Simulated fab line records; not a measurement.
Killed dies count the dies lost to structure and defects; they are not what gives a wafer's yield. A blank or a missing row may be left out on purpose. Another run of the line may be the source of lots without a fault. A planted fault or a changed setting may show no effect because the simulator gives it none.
Problem report in the 8D (eight disciplines) form, filled by code || flow n5 finfet || the parts of the form that need people (team, actions taken, sign-off) are left out

## 1. THE PROBLEM
At N5_FIN_SAQP_INSPECT_40, raw defect count averages 530 over 2 wafers from 2 lots, while fault-free wafers read 222, standard deviation 64. Measured from the usual mean, that is +4.8 standard deviations.
The step: inspects for defects (brightfield).
The first sign was on wafer L855.1 at day 6 22:22, on defect inspect-01. Wafers with a number at this step in the record: 24, from 8 lots. The rule behind "out" and "out of limits": a value lying over 4 standard deviations away from the usual mean. The rest of the wafers with a number are treated as sound.

## 2. WHAT THIS IS AND IS NOT
{"question": "which readings at this step", "is": "raw defect count", "is not": "-"}
{"question": "which lots", "is": "L855, L857", "is not": "L839, L840, L846, L847, L849, L859"}
{"question": "which wafers of those lots", "is": "L855.1, L857.1", "is not": "L855.3, L855.5, L857.2, L857.4"}
{"question": "read on which gauges", "is": "defect inspect-01", "is not": "defect inspect-02"}
{"question": "when", "is": "from day 6 22:22", "is not": "up to then (17 sound wafers); but 5 sound wafers of L857, L859 came after"}

## 3. THE SUSPECTS, EACH WITH WHAT RULES IT OUT
Counting: a tool at a process step up to the reading stays a suspect if it ran every lot that is out. Sound lots after the first of them don't rule it out here, since some wafers of a struck lot are sound.
- the gauge at N5_FIN_SAQP_INSPECT_40 is ruled out. All the wafers that are out were read on defect inspect-01, but those of them that N5_FIN_CUT_INSPECT_17 has rows for are out there too, on other tools.
- rie diel-04 at N5_FIN_SAQP_STRIP_55 (strips in N2/H2): kept. It ran every lot that is out, first L855 (day 6 16:17).
- rie si-01 at N5_FIN_SAQP_FIN_ETCH_36 (etches the open film in HBr/Cl2/O2, target depth 120 nm, time 50.4 s): kept. Every lot that is out went through it, the first being L855 (day 6 22:07); the last sound lot it ran before that was L847 (day 4 20:20).
- Within rie diel-04 at N5_FIN_SAQP_STRIP_55: the wafers that are out ran in chamber 3; their sound lot-mates ran in chambers 0, 1, 2.
- Within rie si-01 at N5_FIN_SAQP_FIN_ETCH_36: the wafers that are out ran in chamber 2; their sound lot-mates ran in chambers 0, 3.
Left after counting: rie diel-04 at N5_FIN_SAQP_STRIP_55, rie si-01 at N5_FIN_SAQP_FIN_ETCH_36.

## 4. THE CAUSE (what the simulator had put in)
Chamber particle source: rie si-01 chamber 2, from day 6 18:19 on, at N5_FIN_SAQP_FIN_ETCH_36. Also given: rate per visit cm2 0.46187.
Counting leaves 2 suspects; this tool is one of them.

## 5. THE EFFECT CHAIN, in route order
Rows list readings where the struck wafers' mean (over those with a number) sits beyond 3 standard deviations from the usual. Only readings whose record carries a usual standard deviation are examined. hours: median over the lots of the time between each lot's start at the first step of this table that gives one and its start at this step. sigmas: the change, counted in usual standard deviations.
{"hours": 0, "step": "N5_FIN_SAQP_INSPECT_40", "reading": "raw defect count", "usual": 222, "on struck wafers": 530, "change": "+308", "sigmas": "+4.8"}
{"hours": 6, "step": "N5_FIN_CUT_INSPECT_10", "reading": "raw defect count", "usual": 42, "on struck wafers": 358, "change": "+316", "sigmas": "+29"}
{"hours": 8, "step": "N5_FIN_CUT_INSPECT_17", "reading": "raw defect count", "usual": 224, "on struck wafers": 545, "change": "+321", "sigmas": "+5.0"}
{"hours": 300, "step": "N5_PASSIVATION_PROBE_49", "reading": "defect limited yield", "usual": "91.2 %", "on struck wafers": 83.8, "change": -7.5, "sigmas": -5.7}
{"hours": 300, "step": "N5_PASSIVATION_PROBE_49", "reading": "killed at front end", "usual": 39, "on struck wafers": 126, "change": "+88", "sigmas": "+7.3"}
{"hours": 300, "step": "N5_PASSIVATION_PROBE_49", "reading": "killed dies", "usual": 104, "on struck wafers": 192, "change": "+88", "sigmas": "+5.8"}
{"hours": 300, "step": "N5_PASSIVATION_PROBE_49", "reading": "sort_bin_5_function", "usual": "5.2 %", "on struck wafers": 10.1, "change": "+4.9", "sigmas": "+5.6"}
{"hours": 300, "step": "N5_PASSIVATION_PROBE_49", "reading": "sort n pass", "usual": 1076, "on struck wafers": 988, "change": -88, "sigmas": -5.8}
{"hours": 300, "step": "N5_PASSIVATION_PROBE_49", "reading": "sort yield pct", "usual": "91.2 %", "on struck wafers": 83.8, "change": -7.5, "sigmas": -5.7}
Process steps it contains:
- N5_PASSIVATION_PROBE_49
Later measuring or inspecting steps at which every struck wafer that the step has a row for has a number for every such reading, and none has moved that far: N5_FIN_CUT_OVL_MEAS_09, N5_BEOL_M4_RC_MEAS_101.

## 6. HOW IT WOULD HAVE BEEN CAUGHT EARLIER
4 hours passed between the start of the fault at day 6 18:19 and the first reading out of limits at a measuring or inspecting step in this record, taken at day 6 22:22.
An alarm limit of 4 standard deviations would not have fired on the tool readings at N5_FIN_SAQP_FIN_ETCH_36 for which the record gives a usual standard deviation, since none of them was out on any struck wafer.
L857, from the lots that are out (2), started N5_FIN_SAQP_FIN_ETCH_36 on rie si-01 later than day 6 22:22. A hold on the tool at that time would have spared it.
